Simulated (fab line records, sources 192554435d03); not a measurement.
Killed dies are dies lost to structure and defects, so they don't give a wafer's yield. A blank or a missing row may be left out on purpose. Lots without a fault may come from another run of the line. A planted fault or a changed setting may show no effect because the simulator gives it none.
Which tool did it? | flow n5_finfet | 10 lots, 30 wafers sampled, at 2 steps of a route of 1938

WHAT THE GAUGES READ, wafer by wafer
N5_BEOL_M3_THK_MEAS_53: measures by xrf.
lot  | measured     | on            | M3_THK (nm)
L720 | day 7 11:32  | film_metro-01 | 39.9 41.0 40.4
L723 | day 8 12:42  | film_metro-01 | 37.5 38.5 40.3
L725 | day 8 12:23  | film_metro-02 | 38.0 37.2 42.1
L724 | day 8 19:59  | film_metro-01 | 38.7 40.8 41.9
L726 | day 8 23:50  | film_metro-01 | 39.7 38.7 40.4
L732 | day 10 17:59 | film_metro-02 | 37.9 37.4 38.1
L736 | day 11 13:00 | film_metro-01 | 39.1 40.7 41.1
L738 | day 12 05:01 | film_metro-01 | 38.9 38.4 40.1
L740 | day 12 10:42 | film_metro-01 | 37.0 38.4 36.8
L741 | day 13 04:58 | film_metro-02 | 38.1 38.9 39.1

WHICH TOOL RAN EACH LOT (tool, then ch and the chambers of the sampled wafers, then the start)
lot  | N5_BEOL_M3_SPUTTER_92
L720 | pvd_sputter-02, day 7 10:11
L723 | pvd_sputter-02, day 8 08:51
L725 | pvd_sputter-03, day 8 11:10
L724 | pvd_sputter-03, day 8 18:45
L726 | pvd_sputter-01, day 8 22:37
L732 | pvd_sputter-01, day 10 16:45
L736 | pvd_sputter-02, day 11 11:46
L738 | pvd_sputter-02, day 12 03:17
L740 | pvd_sputter-01, day 12 09:28
L741 | pvd_sputter-02, day 13 03:44
- N5_BEOL_M3_SPUTTER_92: material Cu, target thk 4.5 nm, time 8.29 s.

THE ANSWER, worked out from the rows above alone
Rule: what is usual is taken from the lots themselves. Put in order of their means at a reading, lots are off if they are a third of the lots or fewer, leave a main group of 4 or more, and stand apart from it by a gap of 3 or more times the standard deviation of the main group's means; of several such gaps the widest counts. A main group whose means are all the same, to the digits that the tables above print for the reading, isn't used. A lot without any number at a reading at which 4 lots or more have one is off too. The other lots that the step has rows for count as sound.
No lot is off at any reading shown: from this, nothing can be told.

WHAT THE SIMULATOR HAD PUT IN
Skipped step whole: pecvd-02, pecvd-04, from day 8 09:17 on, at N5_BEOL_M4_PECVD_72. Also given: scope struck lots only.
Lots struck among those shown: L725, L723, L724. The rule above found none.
